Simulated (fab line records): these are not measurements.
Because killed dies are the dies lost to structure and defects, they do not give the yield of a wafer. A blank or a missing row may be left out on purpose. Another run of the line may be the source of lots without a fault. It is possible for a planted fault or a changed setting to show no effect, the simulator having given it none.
The same fault as seen by 2 desks || flow n5 finfet || each desk holds nothing but its own numbers, with what lay behind them at the end

FOR THE TOOL OWNER'S DESK: litho track-03
The tool's own readings at N5_MOL_CONTACT_COAG_DEVELOP_07 (develop time 30 s): means of the sampled wafers that have a number, for each lot that ran on this tool. A lot is out of limits, marked OUT, if its mean lies more than 4 standard deviations from the usual mean; the brackets give that distance.
Columns: A = chill plate temp C at N5_MOL_CONTACT_COAG_DEVELOP_07, usual 22.97 C
{"lot": "L745", "first seen here": "day 8 07:02", "A": 23.10}
{"lot": "L747", "first seen here": "day 8 23:32", "A": 23.01}
{"lot": "L748", "first seen here": "day 9 00:53", "A": 23.01}
{"lot": "L751", "first seen here": "day 9 18:49", "A": 23.01}
This desk's finding: nothing out of limits on any of the 4 lots.

THE DEFECT DESK
Counts from the inspections along the route, per lot, as means over the sampled wafers that have a number. A lot is out of limits, marked OUT, if its mean lies more than 4 standard deviations from the usual mean; the brackets give that distance.
Columns: A = raw defect count at N5_GATE_CUT_INSPECT_26, usual 33
{"lot": "L731", "first seen here": "day 4 15:31", "A": 26}
{"lot": "L732", "first seen here": "day 4 22:29", "A": 25}
{"lot": "L741", "first seen here": "day 7 08:13", "A": 54}
{"lot": "L742", "first seen here": "day 7 10:54", "A": 47}
{"lot": "L744", "first seen here": "day 8 04:51", "A": 11}
{"lot": "L745", "first seen here": "day 8 06:48", "A": 43}
{"lot": "L746", "first seen here": "day 8 12:07", "A": 22}
{"lot": "L747", "first seen here": "day 8 23:18", "A": 23}
{"lot": "L748", "first seen here": "day 9 00:32", "A": 32}
{"lot": "L749", "first seen here": "day 9 10:01", "A": 13}
{"lot": "L750", "first seen here": "day 9 13:38", "A": 32}
{"lot": "L751", "first seen here": "day 9 18:26", "A": 49}
{"lot": "L753", "first seen here": "day 10 08:04", "A": 69}
{"lot": "L754", "first seen here": "day 10 12:59", "A": 34}
This desk's finding: nothing out of limits on any of the 14 lots.

PUT TOGETHER
The desk of the tool owner found nothing out of limits.
Nothing the defect desk looked at was out of limits.

WHAT HAD BEEN PUT IN BY THE SIMULATOR
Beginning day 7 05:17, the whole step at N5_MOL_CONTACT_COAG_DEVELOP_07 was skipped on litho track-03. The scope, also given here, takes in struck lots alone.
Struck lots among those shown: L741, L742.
